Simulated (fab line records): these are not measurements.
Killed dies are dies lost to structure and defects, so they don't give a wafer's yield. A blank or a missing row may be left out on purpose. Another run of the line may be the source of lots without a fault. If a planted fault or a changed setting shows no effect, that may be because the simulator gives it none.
Chamber matching | flow n5Finfet | aldMetal-01 running N5_BEOL_M10_ALD_74: 4 sister chambers
The step deposits TaN, target thk 2 nm, pulse time 2 s, purge time 3 s. 20 wafers are shown with their chamber, then 10 later ones without.

## WAFERS, EACH WITH ITS CHAMBER
wafer  | chamber | heaterPowerW (W) | precursorVesselTempC (C)
L082.1 | 0       | 395              | 74.82
L082.4 | 3       | 438              | 75.12
L082.5 | 1       | 440              | 74.96
L077.1 | 1       | 427              | 75.05
L077.3 | 2       | 361              | 75.06
L077.6 | 3       | 435              | 75.08
L078.1 | 0       | 387              | 74.91
L078.4 | 1       | 436              | 75.09
L078.5 | 0       | 394              | 74.96
L084.2 | 3       | 434              | 75.08
L084.5 | 1       | 434              | 74.89
L084.6 | 0       | 401              | 74.79
L083.3 | 0       | 409              | 74.95
L083.5 | 3       | 429              | 74.99
L083.6 | 0       | 395              | 74.91
L091.1 | 1       | 435              | 75.20
L091.4 | 2       | 362              | 75.01
L091.5 | 2       | 354              | 74.95
L092.2 | 2       | 363              | 75.16
L092.4 | 3       | 427              | 74.95

SIGNATURES (averages over the wafers above)
reading              | chamber 0 | chamber 1 | chamber 2 | chamber 3 | scatter within a chamber
heaterPowerW         | 396.83    | 434.40    | 360.00    | 432.60    | 5.57
precursorVesselTempC | 74.8900   | 75.0380   | 75.0450   | 75.0440   | 0.0884
Rule: for each reading, subtract the chamber's mean from the wafer's reading, divide by that reading's scatter and square the result; add these up over the readings and take the root, which gives the wafer's distance from the chamber. If the next closest chamber is less than 2 further off than the closest, the wafer can't be placed; otherwise it belongs to the closest. How the scatter is found: for the shown wafers, subtract from each reading the mean of its chamber, square and add these, divide the total by (wafers less chambers), then take the root.

## WAFERS MISSING THEIR CHAMBER
wafer  | heaterPowerW (W) | precursorVesselTempC (C)
L092.6 | 390              | 74.95
L094.1 | 394              | 74.89
L094.2 | 357              | 75.11
L094.4 | 421              | 75.04
L095.4 | 405              | 75.16
L095.5 | 396              | 75.19
L095.6 | 436              | 75.10
L097.2 | 439              | 75.11
L097.3 | 439              | 75.01
L097.6 | 352              | 74.90

## EACH ONE'S CHAMBER
wafer  | from the rows above     | in truth
L092.6 | 0                       | 0
L094.1 | 0                       | 0
L094.2 | 2                       | 2
L094.4 | can't be placed: 3 or 1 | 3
L095.4 | can't be placed: 0 or 3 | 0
L095.5 | 0                       | 0
L095.6 | can't be placed: 1 or 3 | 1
L097.2 | can't be placed: 1 or 3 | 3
L097.3 | can't be placed: 1 or 3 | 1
L097.6 | 2                       | 2
Placed correctly: 5 of 10. Can't be placed from these rows: 5 (the true chamber is among the candidates in 5). Number placed wrongly: 0.
